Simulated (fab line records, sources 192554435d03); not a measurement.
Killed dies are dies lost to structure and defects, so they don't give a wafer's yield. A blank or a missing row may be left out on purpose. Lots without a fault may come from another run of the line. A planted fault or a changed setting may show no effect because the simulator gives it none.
Chamber matching | flow n5_finfet | N5_BEOL_M11_CURE_72 on uv_cure-01: 3 sister chambers
The step cures SiCOH lowk, time 120 s. 3 wafers are shown with their chamber, then 10 later ones without.

WAFERS WITH THEIR CHAMBER
wafer  | chamber | wafer_temp_C_max
L074.6 | 0       | 372.9
L080.5 | 1       | 372.0
L076.2 | 2       | 371.4

WAFERS WITHOUT THEIR CHAMBER
wafer  | wafer_temp_C_max
L076.5 | 372.4
L076.3 | 371.9
L076.4 | 372.0
L076.6 | 371.2
L088.1 | 372.1
L088.4 | 372.1
L088.5 | 372.3
L088.2 | 371.7
L088.3 | 371.8
L088.6 | 372.5

WHICH CHAMBER EACH WENT THROUGH
wafer  | from the rows above     | in truth
L076.5 | can't be placed: 1 or 0 | 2
L076.3 | can't be placed: 1 or 2 | 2
L076.4 | 1                       | 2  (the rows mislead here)
L076.6 | 2                       | 2
L088.1 | 1                       | 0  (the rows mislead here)
L088.4 | 1                       | 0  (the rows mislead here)
L088.5 | can't be placed: 1 or 0 | 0
L088.2 | can't be placed: 1 or 2 | 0
L088.3 | can't be placed: 1 or 2 | 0
L088.6 | can't be placed: 0 or 1 | 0
Placed correctly: 1 of 10. Can't be placed from these rows: 6 (the true chamber is among the candidates in 3). Placed wrongly: 3.
How it was worked out, from the rows above alone: a wafer's distance from a chamber is the root of the sum, over the readings, of the square of ((its reading less the chamber's mean) divided by the reading's scatter). The wafer belongs to the nearest chamber; if the next one is less than 2 further off, it can't be placed. A chamber's mean is the mean of its shown wafers. The scatter: with one shown wafer a chamber, the root of the mean of the squares of how far each hidden wafer lies from its nearest shown one.
